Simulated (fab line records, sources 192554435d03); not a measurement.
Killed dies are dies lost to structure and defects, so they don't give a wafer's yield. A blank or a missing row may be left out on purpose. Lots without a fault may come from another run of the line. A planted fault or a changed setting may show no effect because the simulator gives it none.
Chamber matching | flow n5_finfet | N5_BEOL_M3_ETCH_77 on rie_diel-05: 4 sister chambers
The step etches underlayer in N2/H2, target depth 6.5 nm, time 5.2 s. 16 wafers are shown with their chamber, then 8 later ones without.

WAFERS WITH THEIR CHAMBER
wafer  | chamber | throttle_valve_pct (%) | drypump_motor_current_A (A) | showerhead_plenum_p_Torr (Torr)
L074.1 | 2       | 17.48                  | 5.8                         | 2.59
L074.3 | 1       | 17.43                  | 5.4                         | 2.57
L074.6 | 2       | 17.48                  | 5.8                         | 2.59
L077.2 | 2       | 17.49                  | 5.7                         | 2.59
L077.3 | 0       | 18.11                  | 6.4                         | 2.48
L077.6 | 1       | 17.45                  | 5.4                         | 2.57
L078.1 | 1       | 17.43                  | 5.5                         | 2.57
L078.5 | 2       | 17.46                  | 5.7                         | 2.58
L078.6 | 0       | 18.08                  | 6.4                         | 2.48
L087.1 | 1       | 17.49                  | 5.4                         | 2.56
L087.5 | 2       | 17.50                  | 5.7                         | 2.58
L087.6 | 3       | 17.94                  | 5.5                         | 2.62
L089.1 | 0       | 18.11                  | 6.4                         | 2.47
L089.3 | 1       | 17.46                  | 5.4                         | 2.56
L089.5 | 0       | 18.13                  | 6.4                         | 2.47
L091.2 | 1       | 17.47                  | 5.4                         | 2.56

SIGNATURES (means of the wafers above)
reading                  | chamber 0 | chamber 1 | chamber 2 | chamber 3 | scatter within a chamber
throttle_valve_pct       | 18.1075   | 17.4550   | 17.4820   | 17.9400   | 0.0202
drypump_motor_current_A  | 6.400     | 5.417     | 5.740     | 5.500     | 0.0412
showerhead_plenum_p_Torr | 2.4750    | 2.5650    | 2.5860    | 2.6200    | 0.00555
Rule: a wafer's distance from a chamber is the root of the sum, over the readings, of the square of ((its reading less the chamber's mean) divided by the reading's scatter). The wafer belongs to the nearest chamber; if the next one is less than 2 further off, it can't be placed. The scatter: the root of (the sum of the squares of (reading less its chamber's mean) over the shown wafers, divided by (wafers less chambers)).

WAFERS WITHOUT THEIR CHAMBER
wafer  | throttle_valve_pct (%) | drypump_motor_current_A (A) | showerhead_plenum_p_Torr (Torr)
L091.4 | 18.14                  | 6.4                         | 2.47
L091.6 | 17.50                  | 5.7                         | 2.57
L093.2 | 17.98                  | 5.5                         | 2.62
L093.4 | 17.51                  | 5.4                         | 2.56
L093.5 | 17.99                  | 5.5                         | 2.62
L094.1 | 17.54                  | 5.7                         | 2.57
L094.4 | 17.94                  | 5.5                         | 2.62
L094.5 | 17.55                  | 5.7                         | 2.57

WHICH CHAMBER EACH WENT THROUGH
wafer  | from the rows above | in truth
L091.4 | 0                   | 0
L091.6 | 2                   | 2
L093.2 | 3                   | 3
L093.4 | 1                   | 1
L093.5 | 3                   | 3
L094.1 | 2                   | 2
L094.4 | 3                   | 3
L094.5 | 2                   | 2
Placed correctly: 8 of 8. Can't be placed from these rows: 0. Placed wrongly: 0.
